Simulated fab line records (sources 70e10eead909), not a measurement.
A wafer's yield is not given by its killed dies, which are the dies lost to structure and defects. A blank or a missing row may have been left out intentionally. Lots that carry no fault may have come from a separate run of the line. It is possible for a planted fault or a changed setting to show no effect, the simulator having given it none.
Matching of chambers :: flow nand_harc :: NHARC_A_BLC_ETCH_16 on rie_diel-06 has 4 sister chambers
The step etches the open film in CF4, target depth 39 nm, time 65 s. 14 wafers are shown with their chamber, then 7 later ones without.

WAFERS WITH THEIR CHAMBER
wafer: L576.2
chamber: 3
showerhead_plenum_p_Torr (Torr): 1.66
rf_vpp_V (V): 150.2
oes_product_au (a.u.): 1.004

wafer: L576.3
chamber: 0
showerhead_plenum_p_Torr (Torr): 1.70
rf_vpp_V (V): 150.2
oes_product_au (a.u.): 1.003

wafer: L576.4
chamber: 2
showerhead_plenum_p_Torr (Torr): 1.74
rf_vpp_V (V): 151.5
oes_product_au (a.u.): 1.008

wafer: L581.1
chamber: 1
showerhead_plenum_p_Torr (Torr): 1.65
rf_vpp_V (V): 149.8
oes_product_au (a.u.): 0.994

wafer: L581.3
chamber: 0
showerhead_plenum_p_Torr (Torr): 1.69
rf_vpp_V (V): 150.7
oes_product_au (a.u.): 1.000

wafer: L581.5
chamber: 2
showerhead_plenum_p_Torr (Torr): 1.73
rf_vpp_V (V): 152.6
oes_product_au (a.u.): 1.030

wafer: L584.1
chamber: 1
showerhead_plenum_p_Torr (Torr): 1.65
rf_vpp_V (V): 149.6
oes_product_au (a.u.): 1.001

wafer: L584.4
chamber: 3
showerhead_plenum_p_Torr (Torr): 1.66
rf_vpp_V (V): 149.8
oes_product_au (a.u.): 1.005

wafer: L584.6
chamber: 0
showerhead_plenum_p_Torr (Torr): 1.69
rf_vpp_V (V): 151.3
oes_product_au (a.u.): 0.997

wafer: L587.2
chamber: 3
showerhead_plenum_p_Torr (Torr): 1.66
rf_vpp_V (V): 148.7
oes_product_au (a.u.): 1.015

wafer: L587.5
chamber: 3
showerhead_plenum_p_Torr (Torr): 1.66
rf_vpp_V (V): 149.4
oes_product_au (a.u.): 1.015

wafer: L587.6
chamber: 0
showerhead_plenum_p_Torr (Torr): 1.69
rf_vpp_V (V): 149.3
oes_product_au (a.u.): 0.989

wafer: L595.3
chamber: 0
showerhead_plenum_p_Torr (Torr): 1.69
rf_vpp_V (V): 149.4
oes_product_au (a.u.): 0.993

wafer: L595.4
chamber: 3
showerhead_plenum_p_Torr (Torr): 1.66
rf_vpp_V (V): 148.8
oes_product_au (a.u.): 0.984

SIGNATURES (means of the wafers above)
reading: showerhead_plenum_p_Torr
chamber 0: 1.6920
chamber 1: 1.6500
chamber 2: 1.7350
chamber 3: 1.6600
scatter within a chamber: 0.00361

reading: rf_vpp_V
chamber 0: 150.180
chamber 1: 149.700
chamber 2: 152.050
chamber 3: 149.380
scatter within a chamber: 0.72

reading: oes_product_au
chamber 0: 0.99640
chamber 1: 0.99750
chamber 2: 1.01900
chamber 3: 1.00460
scatter within a chamber: 0.0102
Rule: a wafer lies at a distance from a chamber equal to the root of the sum of squares, over the readings, of (its reading less the chamber's mean, divided by the reading's scatter). The wafer belongs to the nearest chamber; if the next one is less than 2 further off, it can't be placed. How the scatter is found: for the shown wafers, subtract from each reading the mean of its chamber, square and add these, divide the total by (wafers less chambers), then take the root.

WAFERS WHOSE CHAMBER IS MISSING
wafer: L595.5
showerhead_plenum_p_Torr (Torr): 1.73
rf_vpp_V (V): 151.3
oes_product_au (a.u.): 1.009

wafer: L594.1
showerhead_plenum_p_Torr (Torr): 1.66
rf_vpp_V (V): 148.7
oes_product_au (a.u.): 0.992

wafer: L594.3
showerhead_plenum_p_Torr (Torr): 1.65
rf_vpp_V (V): 148.5
oes_product_au (a.u.): 1.013

wafer: L594.6
showerhead_plenum_p_Torr (Torr): 1.73
rf_vpp_V (V): 149.0
oes_product_au (a.u.): 0.999

wafer: L597.3
showerhead_plenum_p_Torr (Torr): 1.65
rf_vpp_V (V): 150.2
oes_product_au (a.u.): 0.996

wafer: L597.4
showerhead_plenum_p_Torr (Torr): 1.66
rf_vpp_V (V): 149.6
oes_product_au (a.u.): 0.990

wafer: L597.6
showerhead_plenum_p_Torr (Torr): 1.73
rf_vpp_V (V): 149.8
oes_product_au (a.u.): 1.005

WHICH CHAMBER EACH ONE RAN IN
wafer: L595.5
from the rows above: 2
in truth: 2

wafer: L594.1
from the rows above: can't be placed: 3 or 1
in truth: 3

wafer: L594.3
from the rows above: can't be placed: 1 or 3
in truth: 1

wafer: L594.6
from the rows above: 2
in truth: 2

wafer: L597.3
from the rows above: 1
in truth: 1

wafer: L597.4
from the rows above: can't be placed: 3 or 1
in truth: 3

wafer: L597.6
from the rows above: 2
in truth: 2
Correct placement for 4 of the 7. From these rows, 3 cannot be placed; in 3 the true chamber is one of the candidates. 0 placed wrongly.
